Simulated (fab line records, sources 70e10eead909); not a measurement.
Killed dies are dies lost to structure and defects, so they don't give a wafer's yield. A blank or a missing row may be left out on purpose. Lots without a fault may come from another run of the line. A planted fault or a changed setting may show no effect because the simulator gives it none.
Chamber matching | flow nand_harc | NHARC_A_CHANNEL_HOLE_D2_DEP_01 on pecvd-02: 3 sister chambers
The step deposits SiON, target thk 140 nm. 18 wafers are shown with their chamber, then 9 later ones without.

WAFERS WITH THEIR CHAMBER
wafer  | chamber | heater_power_w (W) | heater_power_outer_w (W)
L076.1 | 2       | 611                | 392
L076.3 | 0       | 748                | 395
L076.5 | 0       | 775                | 392
L075.1 | 2       | 579                | 359
L075.2 | 1       | 656                | 357
L075.4 | 1       | 687                | 356
L077.1 | 1       | 651                | 345
L077.3 | 2       | 677                | 425
L077.4 | 2       | 647                | 421
L079.3 | 1       | 700                | 392
L079.4 | 0       | 729                | 378
L079.6 | 2       | 679                | 423
L082.1 | 1       | 664                | 362
L082.2 | 0       | 752                | 384
L082.5 | 0       | 751                | 389
L084.1 | 1       | 636                | 350
L084.3 | 2       | 578                | 367
L084.4 | 2       | 598                | 384

SIGNATURES (means of the wafers above)
reading              | chamber 0 | chamber 1 | chamber 2 | scatter within a chamber
heater_power_w       | 751.00    | 665.67    | 624.14    | 31.9
heater_power_outer_w | 387.60    | 360.33    | 395.86    | 20.2
Rule: a wafer's distance from a chamber is the root of the sum, over the readings, of the square of ((its reading less the chamber's mean) divided by the reading's scatter). The wafer belongs to the nearest chamber; if the next one is less than 2 further off, it can't be placed. The scatter: the root of (the sum of the squares of (reading less its chamber's mean) over the shown wafers, divided by (wafers less chambers)).

WAFERS WITHOUT THEIR CHAMBER
wafer  | heater_power_w (W) | heater_power_outer_w (W)
L089.3 | 686                | 454
L089.5 | 717                | 393
L089.6 | 744                | 391
L093.3 | 620                | 316
L093.5 | 774                | 426
L093.6 | 685                | 458
L094.1 | 678                | 449
L094.3 | 709                | 401
L094.4 | 683                | 443

WHICH CHAMBER EACH WENT THROUGH
wafer  | from the rows above          | in truth
L089.3 | can't be placed: 2 or 0 or 1 | 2
L089.5 | can't be placed: 0 or 1 or 2 | 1
L089.6 | 0                            | 0
L093.3 | can't be placed: 1 or 2      | 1
L093.5 | 0                            | 0
L093.6 | can't be placed: 2 or 0 or 1 | 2
L094.1 | can't be placed: 2 or 0 or 1 | 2
L094.3 | can't be placed: 0 or 1 or 2 | 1
L094.4 | can't be placed: 2 or 0 or 1 | 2
Placed correctly: 2 of 9. Can't be placed from these rows: 7 (the true chamber is among the candidates in 7). Placed wrongly: 0.
